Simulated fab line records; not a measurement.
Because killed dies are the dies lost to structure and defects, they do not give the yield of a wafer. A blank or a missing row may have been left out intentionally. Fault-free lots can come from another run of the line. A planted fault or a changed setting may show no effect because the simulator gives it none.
fab line records | flow nand-harc | part 2 of 2: steps 24 to 30 of 30
record: lots: 5 wafers: 15 last-day: 32
route steps=1302 shown A_STAIRCASE@783
lots that met no fault: from a run of the same line without faults
start-h: hours from the record's opening day to when the first of the lot's shown wafers began | wait-h: how many hours have passed since the lot's step before this one | " as in the row above | L1.1+2: a single row standing in for several wafers | - no value, or no start was given | * or withheld: withheld | < > ~ a bound
route shown NAME@n: names a module that has steps shown in the file, with the first one's number in the route | usual: mean/standard deviation taken from wafers without a fault | same: alike in all rows | chamber/n: place in a boat | sites: readings site by site | _std_site: their standard deviation | _edge_site: inner sites' mean taken away from outer sites' mean | radius-mm: how far each site lies from the wafer's centre | mask NAME#n: copy n | behind: the tool/chamber that last shaped the wafer | hold: why the lot was held/for how many hours/how that ended | device: names the non-switching transistor (n, p or np) | end of line: tests run on the same wafers once the route is complete | a step with no rows: only its recipe | killed: the dies lost at the first sort to structure and to defects; this is not the yield of the wafer | map: shows each die of a wafer: x if killed, . if not, _ if none is there
set.NAME: the setting as run; set.NAME@STEP: as run at that earlier step | model.NAME: the simulator's own value behind a step, which no gauge read
certain route steps with their lots: each step a table, each wafer a row
services: from which hour (start-h, from the record's first day; less than 0 if before it) a tool's chamber was out of use, for how many hours, and why
== steps ==
step: NHARC_A_STAIRCASE_ETCH_292
recipe: cf4-flow-sccm: 100 chf3-flow-sccm: 30 ar-flow-sccm: 0 rf-w: 500 bias-w: 200 chemistry: CF4/CHF3
usual: drypump-motor-current-A: 5.7/0.39 oes-product-au: 0.932/0.017 rf-vpp-V: 370.8/2.8 showerhead-plenum-p-Torr: 1.58/0.083 throttle-valve-pct: 16.804/0.0085
columns lot.wafer tool chamber start-h wait-h drypump-motor-current-A oes-product-au rf-hours-counter-h rf-vpp-V showerhead-plenum-p-Torr throttle-valve-pct
L076.1 rie-diel-03 3 402.86 0.2 6.3 0.918 39 373.4 1.62 16.803
L076.4 " 0 " " 5.6 0.930 40 373.1 1.68 16.803
L076.2 " 1 " " 5.3 0.923 37 368.7 1.53 16.779
L079.3 rie-diel-04 0 437.85 0.1 5.5 0.973 13 374.7 1.70 16.815
L079.5 " 3 " " 5.2 0.964 - 369.1 1.47 16.789
L079.6 " 0 " " 5.5 0.973 - 374.0 1.70 16.795
L084.1 rie-diel-03 2 481.48 0.1 6.1 0.956 7 375.1 1.70 16.813
L084.2 " 3 " " 6.3 0.926 4 371.7 1.61 16.795
L084.6 " 0 " " 5.6 0.929 - 373.3 1.67 16.799
L092.3 rie-diel-03 2 552.22 0.1 6.1 0.944 29 374.0 1.69 16.793
L092.4 " 0 " " 5.6 0.931 - 374.3 1.66 16.813
L092.6 " 1 " " 5.3 0.915 - 369.9 1.52 16.795
L094.2 rie-diel-03 1 586.23 0.1 5.2 0.918 39 369.7 1.51 16.794
L094.4 " 3 " " 6.3 0.927 35 371.9 1.61 16.793
L094.6 " 2 " " 6.1 0.935 - 373.9 1.69 16.803
step: NHARC_A_STAIRCASE_HM_OPEN_460
recipe: o2-flow-sccm: 400 cos-flow-sccm: 20 ar-flow-sccm: 0 rf-w: 500 bias-w: 300 chemistry: O2/COS
usual: cos-flow-sccm: 20.01/0.059 drypump-motor-current-A: 5.7/0.39 oes-product-au: 1.003/0.012 rf-vpp-V: 467/3.6 showerhead-plenum-p-Torr: 3.14/0.16 throttle-valve-pct: 28.331/0.0089
columns lot.wafer tool chamber start-h wait-h cos-flow-sccm drypump-motor-current-A oes-product-au rf-hours-counter-h rf-vpp-V showerhead-plenum-p-Torr throttle-valve-pct
L076.1 rie-diel-03 0 - - 20.04 5.7 0.993 40 472 3.32 28.347
L076.2 " 1 " " 20.01 5.2 0.994 37 465 3.04 28.327
L076.4 " 3 " " 20.05 6.3 0.993 39 469 3.21 28.321
L079.3 rie-diel-04 2 - - 19.92 5.5 0.995 23 467 3.10 28.338
L079.5 " 1 " " 19.98 6.0 0.988 - 472 3.33 28.335
L079.6 " 2 " " 19.95 5.4 0.997 - 466 3.10 28.334
L084.1 rie-diel-03 0 - - 20.07 5.6 1.004 4 472 3.31 28.329
L084.2 " 1 " " 19.98 5.3 0.992 7 465 3.02 28.331
L084.6 " 3 " " 20.02 6.3 1.006 - 468 3.20 28.328
L092.3 rie-diel-03 2 - - 20.06 6.1 1.010 29 471 3.36 28.317
L092.6 " 2 " " 20.05 6.1 1.011 - 472 3.36 28.335
L092.4 " 0 " " 20.05 5.6 1.002 - 470 3.30 28.330
L094.2 rie-diel-03 3 - - 20.00 6.3 1.006 35 467 3.19 28.342
L094.4 " 1 " " 19.93 5.3 0.997 39 463 3.01 28.312
L094.6 " 3 " " 19.93 6.3 0.999 - 468 3.19 28.334
step: NHARC_A_STAIRCASE_STRIP_461
recipe: o2-flow-sccm: 400 cos-flow-sccm: 20 ar-flow-sccm: 0 bias-w: 0 chemistry: O2/COS
columns lot.wafer tool chamber start-h wait-h
L076.1+2+4 rie-diel-03 0,1,3 - -
L079.3+6+5 rie-diel-04 0,2,3 - -
L084.1+2+6 rie-diel-03 0,1,0 - -
L092.3+6+4 rie-diel-03 2,0,2 - -
L094.2+4+6 rie-diel-03 3,1,2 - -
step: NHARC_A_STAIRCASE_ETCH_452
recipe: target-depth-a: 300 overetch-a: 30 time-s: 16.5 ion-energy-ev: 100 cf4-flow-sccm: 80 o2-flow-sccm: 20 ar-flow-sccm: 0 rf-w: 300 bias-w: 100 chemistry: CF4/O2
usual: drypump-motor-current-A: 5.7/0.39 oes-product-au: 1.002/0.012 rf-vpp-V: 198.0/1.6 showerhead-plenum-p-Torr: 1.34/0.071 throttle-valve-pct: 13.398/0.0093
columns lot.wafer tool chamber start-h wait-h drypump-motor-current-A oes-product-au rf-hours-counter-h rf-vpp-V showerhead-plenum-p-Torr throttle-valve-pct
L076.4 rie-diel-03 3 - - 6.3 0.995 39 199.3 1.37 13.401
L076.2 " 0 " " 5.6 1.000 41 199.3 1.42 13.401
L076.1 " 2 " " 6.1 1.015 36 195.6 1.24 13.410
L079.3 rie-diel-04 0 - - 5.4 1.009 13 201.3 1.44 13.397
L079.5 " 2 " " 5.4 1.000 - 195.8 1.32 13.416
L079.6 " 3 " " 5.2 1.012 - 196.6 1.25 13.396
L084.1 rie-diel-03 0 - - 5.6 0.999 4 200.4 1.42 13.383
L084.2 " 2 " " 6.1 1.029 7 199.6 1.44 13.419
L084.6 " 1 " " 5.2 0.995 - 196.3 1.29 13.403
L092.3 rie-diel-03 2 - - 6.1 1.014 29 199.1 1.44 13.401
L092.4 " 1 " " 5.3 0.991 - 197.0 1.29 13.416
L092.6 " 2 " " 6.1 1.009 - 199.4 1.44 13.404
L094.4 rie-diel-03 0 - - 5.7 1.013 35 198.7 1.41 13.395
L094.2 " 1 " " 5.2 0.996 39 197.0 1.28 13.408
L094.6 " 3 " " 6.3 0.997 - 197.6 1.36 13.395
step: NHARC_A_STAIRCASE_ETCH_294
recipe: target-depth-a: 49890 time-s: 1211.6 ion-energy-ev: 800 c4f8-flow-sccm: 80 o2-flow-sccm: 60 ar-flow-sccm: withheld rf-w: 600 bias-w: 3000 chemistry: C4F8/O2/Ar
usual: oes-product-au: 0.934/0.012 rf-vpp-V: 1828/13
columns lot.wafer tool chamber start-h wait-h oes-product-au rf-hours-counter-h rf-vpp-V
L076.4 rie-diel-03 1 - - 0.923 38 1821
L076.1 " 2 " " 0.942 36 1808
L076.2 " 3 " " 0.913 39 1836
L079.3 rie-diel-04 2 - - 0.916 23 1824
L079.5 " 3 " " 0.947 - 1810
L079.6 " 0 " " 0.937 - 1846
L084.2 rie-diel-03 2 - - 0.950 7 1847
L084.1 " 3 " " 0.923 4 1833
L084.6 " 3 " " 0.926 - 1834
L092.3 rie-diel-03 2 - - 0.944 30 1846
L092.6 " 0 " " 0.938 - 1840
L092.4 " 1 " " 0.917 - 1818
L094.2 rie-diel-03 2 - - 0.949 41 1845
L094.4 " 0 " " 0.943 35 1841
L094.6 " 1 " " 0.944 - 1817
step: NHARC_A_STAIRCASE_STRIP_295
recipe: o2-flow-sccm: 500 ar-flow-sccm: 0 bias-w: 0 chemistry: O2
usual: drypump-motor-current-A: 5.7/0.39 oes-product-au: 1.001/0.013 rf-vpp-V: 58.0/0.99 showerhead-plenum-p-Torr: 3.54/0.18 throttle-valve-pct: 17.036/0.0089
columns lot.wafer tool chamber start-h wait-h drypump-motor-current-A oes-product-au rf-hours-counter-h rf-vpp-V showerhead-plenum-p-Torr throttle-valve-pct
L076.2 rie-diel-03 0 - - 5.7 1.003 41 59.5 3.75 17.034
L076.1 " 1 " " 5.2 0.990 38 57.3 3.43 17.028
L076.4 " 2 " " 6.1 1.008 36 55.1 3.28 17.026
L079.3 rie-diel-04 2 - - 5.4 1.001 26 57.5 3.50 17.051
L079.5 " 2 " " 5.5 0.992 - 58.5 3.50 17.053
L079.6 " 3 " " 5.2 1.000 - 57.0 3.31 17.028
L084.1 rie-diel-03 0 - - 5.6 1.006 5 59.4 3.74 17.031
L084.2 " 3 " " 6.3 0.994 5 59.0 3.62 17.043
L084.6 " 1 " " 5.3 0.985 - 56.6 3.42 17.039
L092.3 rie-diel-03 1 - - 5.3 0.993 30 57.6 3.40 17.045
L092.4 " 2 " " 6.1 1.009 - 57.3 3.79 17.041
L092.6 " 0 " " 5.6 1.002 - 57.6 3.73 17.033
L094.2 rie-diel-03 0 - - 5.6 1.014 36 59.0 3.72 17.049
L094.4 " 1 " " 5.2 1.013 40 57.4 3.40 17.052
L094.6 " 0 " " 5.7 1.018 - 58.8 3.72 17.046
step: NHARC_A_STAIRCASE_STRIP_296
recipe: time-s: 900 temp-c: 130 chemistry: SPM
usual: bath-heat-duty-pct: 15.0/1.6
columns lot.wafer tool chamber start-h wait-h bath-heat-duty-pct
L076.2 wet-bench-07 7 404.79 - 12.5
L076.4 " 0 " " 13.6
L076.1 " 4 " " 17.6
L079.5 wet-bench-07 3 442.84 - 13.9
L079.6 " 7 " " 11.9
L079.3 " 0 " " 14.7
L084.6 wet-bench-04 5 483.09 - 14.0
L084.1 " 6 " " 17.3
L084.2 " 2 " " 11.6
L092.3 wet-bench-02 0 554.18 - 13.6
L092.6 " 2 " " 18.6
L092.4 " 3 " " 12.1
L094.4 wet-bench-02 6 587.87 - 15.7
L094.2 " 1 " " 15.2
L094.6 " 3 " " 14.0
== services ==
columns tool chamber start-h hours kind
pecvd-03 - 391.07 9.2 repair
rie-diel-04 0 393.17 26.6 repair
wet-bench-02 - 395.54 1.9 repair
litho-track-02 - 402.01 7.0 pm
wet-bench-04 - 403.20 8.0 pm
pecvd-02 - 408.00 13.0 pm
wet-bench-02 - 420.00 8.0 pm
krf-scanner-01 - 425.82 4.8 repair
krf-scanner-02 - 428.06 1.3 repair
acl-dep-02 - 430.49 13.0 pm
rie-diel-11 - 434.79 9.0 pm
krf-scanner-02 - 438.02 4.0 pm
litho-track-03 - 450.00 7.0 pm
rie-diel-03 - 458.59 9.0 pm
pecvd-03 0 465.60 1.8 repair
litho-track-05 - 474.00 7.0 pm
krf-scanner-01 - 484.00 4.0 pm
wet-bench-07 - 512.00 8.0 pm
wet-bench-04 - 514.84 2.6 repair
rie-diel-03 2 517.55 7.5 repair
rie-diel-04 - 535.82 9.0 pm
rie-diel-03 3 546.16 10.6 repair
litho-track-02 - 577.01 7.0 pm
wet-bench-04 - 579.20 8.0 pm
